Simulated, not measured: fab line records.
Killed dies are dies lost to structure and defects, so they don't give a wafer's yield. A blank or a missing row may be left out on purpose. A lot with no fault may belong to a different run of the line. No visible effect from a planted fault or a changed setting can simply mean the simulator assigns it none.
Split-lot experiment | flow n5 finfet | on a route of 1938 steps: 7 lots, 21 wafers read

## THE SPLIT ITSELF
At N5_ZERO_LAYER_EXPOSE_08 (exposes mask ZERO, defocus 0 nm, target cd 2000 nm), the setting dose mj was moved away from the recipe's 16.2 on 7 of the 21 wafers read, by -6.1% to +3.6%. The other wafers ran this setting at the recipe's value.

## FROM THE SPLIT TO THE READING: what the file shows between them, 3 steps
- N5_ZERO_LAYER_PEB_09
- N5_ZERO_LAYER_DEVELOP_10: develop time 60 s
- N5_ZERO_LAYER_HARDBAKE_23: time 120 s

## THE READING
cd nm at N5_ZERO_LAYER_CD_MEAS_11, given in nm (cd target 2000 nm). On this fab line, fault-free wafers typically give 1999.3 nm with a standard deviation of 2.3 nm.

wafer  | tool, chamber at the split | dose mj as run | against the recipe | cd nm, nm | against lot-mates on the recipe
L076.1 | krf scanner-02, 0          | 16.2           | recipe             | 1995.4    | -
L076.3 | krf scanner-02, 0          | 16.2           | recipe             | 1994.8    | -
L076.6 | krf scanner-02, 0          | 16.2           | recipe             | 1998.3    | -
L077.3 | krf scanner-01, 0          | 15.21          | -6.1%              | 1985.4    | -13.0
L077.4 | krf scanner-01, 0          | 15.21          | -6.1%              | 1985.8    | -12.6
L077.6 | krf scanner-01, 0          | 16.2           | recipe             | 1998.4    | -
L078.2 | krf scanner-01, 0          | 16.2           | recipe             | 1999.0    | -
L078.4 | krf scanner-01, 0          | 16.2           | recipe             | 1999.1    | -
L078.5 | krf scanner-01, 0          | 16.2           | recipe             | 2002.5    | -
L081.3 | krf scanner-01, 0          | 16.2           | recipe             | 1998.2    | -
L081.4 | krf scanner-01, 0          | 16.78          | +3.6%              | 2004.6    | +5.0
L081.6 | krf scanner-01, 0          | 16.2           | recipe             | 2000.9    | -
L091.2 | krf scanner-01, 0          | 16.2           | recipe             | 1999.0    | -
L091.3 | krf scanner-01, 0          | 16.2           | recipe             | 1999.2    | -
L091.6 | krf scanner-01, 0          | 16.68          | +3.0%              | 2002.5    | +3.4
L093.2 | krf scanner-01, 0          | 16.2           | recipe             | 1999.5    | -
L093.4 | krf scanner-01, 0          | 16.2           | recipe             | 1997.2    | -
L093.5 | krf scanner-01, 0          | 15.66          | -3.3%              | 1993.7    | -4.6
L095.3 | krf scanner-02, 0          | 16.2           | recipe             | 1998.3    | -
L095.4 | krf scanner-02, 0          | 16.77          | +3.5%              | 2001.7    | +3.4
L095.5 | krf scanner-02, 0          | 16.77          | +3.5%              | 2005.6    | +7.3

THE FIT
A straight line over all 21 wafers: cd nm changes by +1.84 nm for each +1% of dose mj; r = +0.93; the points scatter about the line by 1.9 nm.
The same after taking each lot's own level away (the mean of its wafers on the recipe; 21 wafers): +1.79 nm for each +1%; r = +0.95; scatter 1.5 nm.
Per that fit: largest dose mj move, reading shift of 11 nm.
From 1996.17 to 2000.20 nm: that is the span of the lots' own levels, equal to 1.8 times the standard deviation above.
Hence the lot-to-lot level has little effect on the slope; both slopes agree.
Check: for one of the wafers moved furthest among these (-6.1%), held out of the fit, the line's prediction against its lot-mates is -10.5 nm. Against them it came out at -13 nm.

## OTHER SPLITS APPLIED TO THESE WAFERS
Other splits were also applied to these wafers ahead of the reading. Each is held against what the fit with the lots' levels taken away leaves over:
other split on the same wafers | wafers away from the commonest value | r with cd nm (lot level and that fit taken away)
N5_ZERO_LAYER_PECVD_02 time s  | 5                                    | +0.20

## THE WHOLE CHAIN: every reading that the file lists as answering this split, in the file's order
step                     | what it does             | reading                                                           | change (the file's fit)              | r (the file's)
N5_ZERO_LAYER_CD_MEAS_11 | target cd 2000 nm        | cd nm                                                             | +1.71 nm for each +1% of the setting | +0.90
N5_ZERO_LAYER_DESCUM_16  | chemistry O2, time 7.9 s | ZERO_LAYER.cd nm (the simulator's own value, which no gauge read) | +1.71 nm for each +1% of the setting | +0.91

## FILE'S OWN FIT
cd nm changes by +1.71 nm for each +1% of dose mj, r = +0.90.
